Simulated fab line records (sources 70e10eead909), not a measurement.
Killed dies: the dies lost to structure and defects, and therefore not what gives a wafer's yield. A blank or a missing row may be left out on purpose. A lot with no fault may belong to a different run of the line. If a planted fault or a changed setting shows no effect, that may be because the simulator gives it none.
Which tool did it? / flow nand_harc / 12 lots with 36 wafers sampled at 6 steps, on a route of 1302 steps

== WHAT EACH GAUGE READ, for each wafer ==
NHARC_A_ONON_D1_THK_MEAS_27: measures by ellipsometry. Usual: 1001 nm for thk_nm, sd 9.8.
lot=L692; measured=day 8 03:52; on=film_metro-02; thk_nm (nm)=999 1001 999; flag=
lot=L693; measured=day 8 08:19; on=film_metro-02; thk_nm (nm)=1007 1008 1008; flag=
lot=L695; measured=day 9 05:31; on=film_metro-01; thk_nm (nm)=995 996 997; flag=
lot=L696; measured=day 9 21:42; on=film_metro-02; thk_nm (nm)=998 999 999; flag=
lot=L698; measured=day 11 01:23; on=film_metro-01; thk_nm (nm)=997 996 997; flag=
lot=L700; measured=day 11 21:32; on=film_metro-02; thk_nm (nm)=1580 1013 1010; flag=OFF
lot=L709; measured=day 15 06:14; on=film_metro-01; thk_nm (nm)=980 981 980; flag=
lot=L710; measured=day 15 16:10; on=film_metro-02; thk_nm (nm)=1011 1011 1011; flag=
lot=L711; measured=day 16 04:41; on=film_metro-01; thk_nm (nm)=986 983 985; flag=
lot=L712; measured=day 16 14:56; on=film_metro-01; thk_nm (nm)=1009 1010 1009; flag=
lot=L713; measured=day 16 23:30; on=film_metro-01; thk_nm (nm)=992 992 991; flag=
lot=L715; measured=day 18 05:20; on=film_metro-01; thk_nm (nm)=1000 999 999; flag=

NHARC_END_SORT_01. Usual: killed_at_array 59, standard deviation 17; killed_at_other 0.7, standard deviation 0.9; killed_at_periphery 3.6, standard deviation 2.3; killed_dies 63, standard deviation 18; killed_open 3.4, standard deviation 1.9; killed_short 2.6, standard deviation 1.7.
lot=L700; measured=day 28 12:28; on=prober-01; killed_at_array=669 92 86; killed_at_other=1 2 0; killed_at_periphery=7 6 7; killed_dies=677 100 93; killed_open=3 6 3; killed_short=4 2 2; flag=OFF

== TOOL THAT RAN EACH LOT (tool first, then ch and the chambers of the sampled wafers, then the start) ==
lot=L692; NHARC_P_BONDPAD_ETCH_24=rie_diel-08 ch 0,2,3, day 6 15:45 or earlier; NHARC_P_BONDPAD_PVD_17=pvd_sputter-03, day 6 15:45 or earlier; NHARC_P_BONDPAD_CMP_19=cmp-04 ch 0,2, day 6 15:45; NHARC_A_ONON_D1_DEP_25=pecvd_onon-04 ch 0, day 8 03:25
lot=L693; NHARC_P_BONDPAD_ETCH_24=rie_diel-08 ch 0,2, day 6 21:05 or earlier; NHARC_P_BONDPAD_PVD_17=pvd_sputter-01, day 6 21:05 or earlier; NHARC_P_BONDPAD_CMP_19=cmp-02 ch 0,1,2, day 6 21:05; NHARC_A_ONON_D1_DEP_25=pecvd_onon-04 ch 0, day 8 07:52
lot=L695; NHARC_P_BONDPAD_ETCH_24=rie_diel-08 ch 0,1,3, day 7 18:46 or earlier; NHARC_P_BONDPAD_PVD_17=pvd_sputter-01, day 7 18:46 or earlier; NHARC_P_BONDPAD_CMP_19=cmp-04 ch 1,2, day 7 18:46; NHARC_A_ONON_D1_DEP_25=pecvd_onon-04 ch 0, day 9 05:07
lot=L696; NHARC_P_BONDPAD_ETCH_24=rie_diel-13 ch 0,1,2, day 8 08:50 or earlier; NHARC_P_BONDPAD_PVD_17=pvd_sputter-01, day 8 08:50 or earlier; NHARC_P_BONDPAD_CMP_19=cmp-01 ch 0,1,2, day 8 08:50; NHARC_A_ONON_D1_DEP_25=pecvd_onon-01 ch 0, day 9 21:11
lot=L698; NHARC_P_BONDPAD_ETCH_24=rie_diel-13 ch 1,2,3, day 9 07:38 or earlier; NHARC_P_BONDPAD_PVD_17=pvd_sputter-03, day 9 07:38 or earlier; NHARC_P_BONDPAD_CMP_19=cmp-02 ch 0,1,2, day 9 07:38; NHARC_A_ONON_D1_DEP_25=pecvd_onon-01 ch 0, day 11 00:59
lot=L700; NHARC_P_BONDPAD_ETCH_24=rie_diel-08 ch 0,2,3, day 10 05:38 or earlier; NHARC_P_BONDPAD_PVD_17=pvd_sputter-03, day 10 05:38 or earlier; NHARC_P_BONDPAD_CMP_19=cmp-04 ch 1,2,3, day 10 05:38; NHARC_A_ONON_D1_DEP_25=pecvd_onon-04 ch 0, day 11 21:12
lot=L709; NHARC_P_BONDPAD_ETCH_24=rie_diel-13 ch 0,1,2, day 13 19:10 or earlier; NHARC_P_BONDPAD_PVD_17=pvd_sputter-01, day 13 19:10 or earlier; NHARC_P_BONDPAD_CMP_19=cmp-01 ch 0,2,3, day 13 19:10; NHARC_A_ONON_D1_DEP_25=pecvd_onon-02 ch 0, day 15 05:47
lot=L710; NHARC_P_BONDPAD_ETCH_24=rie_diel-11 ch 0,1, day 14 01:49 or earlier; NHARC_P_BONDPAD_PVD_17=pvd_sputter-01, day 14 01:49 or earlier; NHARC_P_BONDPAD_CMP_19=cmp-02 ch 0,1,2, day 14 01:49; NHARC_A_ONON_D1_DEP_25=pecvd_onon-01 ch 0, day 15 15:40
lot=L711; NHARC_P_BONDPAD_ETCH_24=rie_diel-11 ch 0,2,3, day 14 15:14 or earlier; NHARC_P_BONDPAD_PVD_17=pvd_sputter-01, day 14 15:14 or earlier; NHARC_P_BONDPAD_CMP_19=cmp-02 ch 0,1,3, day 14 15:14; NHARC_A_ONON_D1_DEP_25=pecvd_onon-02 ch 0, day 16 04:13
lot=L712; NHARC_P_BONDPAD_ETCH_24=rie_diel-11 ch 0,2,3, day 15 02:05 or earlier; NHARC_P_BONDPAD_PVD_17=pvd_sputter-03, day 15 02:05 or earlier; NHARC_P_BONDPAD_CMP_19=cmp-04 ch 0,2,3, day 15 02:05; NHARC_A_ONON_D1_DEP_25=pecvd_onon-01 ch 0, day 16 14:29
lot=L713; NHARC_P_BONDPAD_ETCH_24=rie_diel-08 ch 0,2,3, day 15 10:51 or earlier; NHARC_P_BONDPAD_PVD_17=pvd_sputter-01, day 15 10:51 or earlier; NHARC_P_BONDPAD_CMP_19=cmp-01 ch 0,2,3, day 15 10:51; NHARC_A_ONON_D1_DEP_25=pecvd_onon-01 ch 0, day 16 22:59
lot=L715; NHARC_P_BONDPAD_ETCH_24=rie_diel-13 ch 0,1,2, day 16 13:43 or earlier; NHARC_P_BONDPAD_PVD_17=pvd_sputter-01, day 16 13:43 or earlier; NHARC_P_BONDPAD_CMP_19=cmp-01 ch 1,3, day 16 13:43; NHARC_A_ONON_D1_DEP_25=pecvd_onon-04 ch 0, day 18 04:50
- NHARC_P_BONDPAD_ETCH_24: etches the open film in CF4/N2, target depth 30 nm, time 72.99 s.
- NHARC_P_BONDPAD_PVD_17: deposits TaN, target thk 5 nm, time 8.06 s.
- NHARC_P_BONDPAD_CMP_19: polishes, t overpolish 30 s, cu recess touch 16 s, target thk 160.81 nm.
- NHARC_A_ONON_D1_DEP_25: target thk 1000 nm.

== WHAT THE TOOLS THEMSELVES READ (means of the sampled wafers that have a number; where no wafer has one, the mark that the record gives instead) ==
NHARC_P_BONDPAD_ETCH_24. Usual: drypump_motor_current_A 5.7 A, standard deviation 0.42; oes_product_au 1.001 a.u., standard deviation 0.008; rf_vpp_V 313.7 V, standard deviation 1.6; showerhead_plenum_p_Torr 2.59 Torr, standard deviation 0.08; throttle_valve_pct 19.794 %, standard deviation 0.0088.
lot=L692; tool=rie_diel-08; drypump_motor_current_A (A)=5.7; oes_product_au (a.u.)=1.000; rf_vpp_V (V)=314.2; showerhead_plenum_p_Torr (Torr)=2.65; throttle_valve_pct (%)=19.792; flag=
lot=L693; tool=rie_diel-08; drypump_motor_current_A (A)=5.5; oes_product_au (a.u.)=1.008; rf_vpp_V (V)=314.0; showerhead_plenum_p_Torr (Torr)=2.62; throttle_valve_pct (%)=19.794; flag=
lot=L695; tool=rie_diel-08; drypump_motor_current_A (A)=5.6; oes_product_au (a.u.)=0.997; rf_vpp_V (V)=314.4; showerhead_plenum_p_Torr (Torr)=2.63; throttle_valve_pct (%)=19.794; flag=
lot=L696; tool=rie_diel-13; drypump_motor_current_A (A)=5.9; oes_product_au (a.u.)=0.997; rf_vpp_V (V)=312.8; showerhead_plenum_p_Torr (Torr)=2.60; throttle_valve_pct (%)=19.794; flag=
lot=L698; tool=rie_diel-13; drypump_motor_current_A (A)=6.0; oes_product_au (a.u.)=0.995; rf_vpp_V (V)=314.7; showerhead_plenum_p_Torr (Torr)=2.62; throttle_valve_pct (%)=19.786; flag=
lot=L700; tool=rie_diel-08; drypump_motor_current_A (A)=5.7; oes_product_au (a.u.)=0.997; rf_vpp_V (V)=314.1; showerhead_plenum_p_Torr (Torr)=2.65; throttle_valve_pct (%)=19.796; flag=
lot=L709; tool=rie_diel-13; drypump_motor_current_A (A)=5.9; oes_product_au (a.u.)=1.010; rf_vpp_V (V)=313.8; showerhead_plenum_p_Torr (Torr)=2.60; throttle_valve_pct (%)=19.804; flag=
lot=L710; tool=rie_diel-11; drypump_motor_current_A (A)=6.0; oes_product_au (a.u.)=0.997; rf_vpp_V (V)=312.7; showerhead_plenum_p_Torr (Torr)=2.50; throttle_valve_pct (%)=19.792; flag=
lot=L711; tool=rie_diel-11; drypump_motor_current_A (A)=5.6; oes_product_au (a.u.)=1.004; rf_vpp_V (V)=313.1; showerhead_plenum_p_Torr (Torr)=2.52; throttle_valve_pct (%)=19.796; flag=
lot=L712; tool=rie_diel-11; drypump_motor_current_A (A)=5.5; oes_product_au (a.u.)=1.004; rf_vpp_V (V)=312.4; showerhead_plenum_p_Torr (Torr)=2.52; throttle_valve_pct (%)=19.796; flag=
lot=L713; tool=rie_diel-08; drypump_motor_current_A (A)=5.6; oes_product_au (a.u.)=0.994; rf_vpp_V (V)=314.0; showerhead_plenum_p_Torr (Torr)=2.65; throttle_valve_pct (%)=19.792; flag=
lot=L715; tool=rie_diel-13; drypump_motor_current_A (A)=5.9; oes_product_au (a.u.)=1.004; rf_vpp_V (V)=313.9; showerhead_plenum_p_Torr (Torr)=2.59; throttle_valve_pct (%)=19.798; flag=

NHARC_P_BONDPAD_PVD_17. Usual: 30.0 % for throttle_valve_pct, sd 1.
lot=L692; tool=pvd_sputter-03; throttle_valve_pct (%)=29.1; flag=
lot=L693; tool=pvd_sputter-01; throttle_valve_pct (%)=31.3; flag=
lot=L695; tool=pvd_sputter-01; throttle_valve_pct (%)=30.1; flag=
lot=L696; tool=pvd_sputter-01; throttle_valve_pct (%)=30.3; flag=
lot=L698; tool=pvd_sputter-03; throttle_valve_pct (%)=30.1; flag=
lot=L700; tool=pvd_sputter-03; throttle_valve_pct (%)=29.5; flag=
lot=L709; tool=pvd_sputter-01; throttle_valve_pct (%)=29.4; flag=
lot=L710; tool=pvd_sputter-01; throttle_valve_pct (%)=30.1; flag=
lot=L711; tool=pvd_sputter-01; throttle_valve_pct (%)=29.8; flag=
lot=L712; tool=pvd_sputter-03; throttle_valve_pct (%)=30.1; flag=
lot=L713; tool=pvd_sputter-01; throttle_valve_pct (%)=29.5; flag=
lot=L715; tool=pvd_sputter-01; throttle_valve_pct (%)=30.6; flag=

NHARC_P_BONDPAD_CMP_19. Usual: edge_zone_pressure_frac 1.000, standard deviation 0.006; motor_current_A 12.0 A, standard deviation 1.3; overpolish_run_s 30.001 s, standard deviation 0.0097.
lot=L692; tool=cmp-04; edge_zone_pressure_frac=1.004; motor_current_A (A)=13.6; overpolish_run_s (s)=30.002; flag=
lot=L693; tool=cmp-02; edge_zone_pressure_frac=1.004; motor_current_A (A)=12.1; overpolish_run_s (s)=30.001; flag=
lot=L695; tool=cmp-04; edge_zone_pressure_frac=0.999; motor_current_A (A)=13.4; overpolish_run_s (s)=29.998; flag=
lot=L696; tool=cmp-01; edge_zone_pressure_frac=1.001; motor_current_A (A)=10.7; overpolish_run_s (s)=30.008; flag=
lot=L698; tool=cmp-02; edge_zone_pressure_frac=0.998; motor_current_A (A)=12.1; overpolish_run_s (s)=30.002; flag=
lot=L700; tool=cmp-04; edge_zone_pressure_frac=1.005; motor_current_A (A)=13.0; overpolish_run_s (s)=30.004; flag=
lot=L709; tool=cmp-01; edge_zone_pressure_frac=0.996; motor_current_A (A)=10.8; overpolish_run_s (s)=30.001; flag=
lot=L710; tool=cmp-02; edge_zone_pressure_frac=1.005; motor_current_A (A)=12.3; overpolish_run_s (s)=29.990; flag=
lot=L711; tool=cmp-02; edge_zone_pressure_frac=0.998; motor_current_A (A)=12.9; overpolish_run_s (s)=29.997; flag=
lot=L712; tool=cmp-04; edge_zone_pressure_frac=1.004; motor_current_A (A)=12.9; overpolish_run_s (s)=30.005; flag=
lot=L713; tool=cmp-01; edge_zone_pressure_frac=1.003; motor_current_A (A)=10.8; overpolish_run_s (s)=30.002; flag=
lot=L715; tool=cmp-01; edge_zone_pressure_frac=0.999; motor_current_A (A)=10.5; overpolish_run_s (s)=29.994; flag=

== THE ANSWER, worked out from the rows above alone ==
Rule: a lot is off if the mean of its wafers that have a number lies more than 3 standard deviations from the usual mean. Also off: a lot with no number at a reading for which 4 or more lots have one. Where the step has rows for the other lots, those lots are counted as sound. After the gauges, taken in route order, come the tools' own readings; for these a lot's mean is taken, as printed above. The first step at which some lot is off is used, and at that step the reading that is off furthest; a lot without a number counts as furthest.
Off: L700 (NHARC_A_ONON_D1_THK_MEAS_27, thk_nm).
A tool fits if, at a process step before that reading, it ran every lot that is off, and no sound lot after the first of them. Not tried: the gauges at NHARC_A_ONON_D1_THK_MEAS_27; whatever is off there is also off at NHARC_END_SORT_01, on other tools, and gauge error can't account for it. Because NHARC_P_BONDPAD_ETCH_24 lacks a start for some lots, the hours and order of its lots are taken from NHARC_P_BONDPAD_CMP_19. Because NHARC_P_BONDPAD_PVD_17 lacks a start for some lots, the hours and order of its lots are taken from NHARC_P_BONDPAD_CMP_19. None of those tried fits.

== WHAT THE SIMULATOR HAD PUT IN ==
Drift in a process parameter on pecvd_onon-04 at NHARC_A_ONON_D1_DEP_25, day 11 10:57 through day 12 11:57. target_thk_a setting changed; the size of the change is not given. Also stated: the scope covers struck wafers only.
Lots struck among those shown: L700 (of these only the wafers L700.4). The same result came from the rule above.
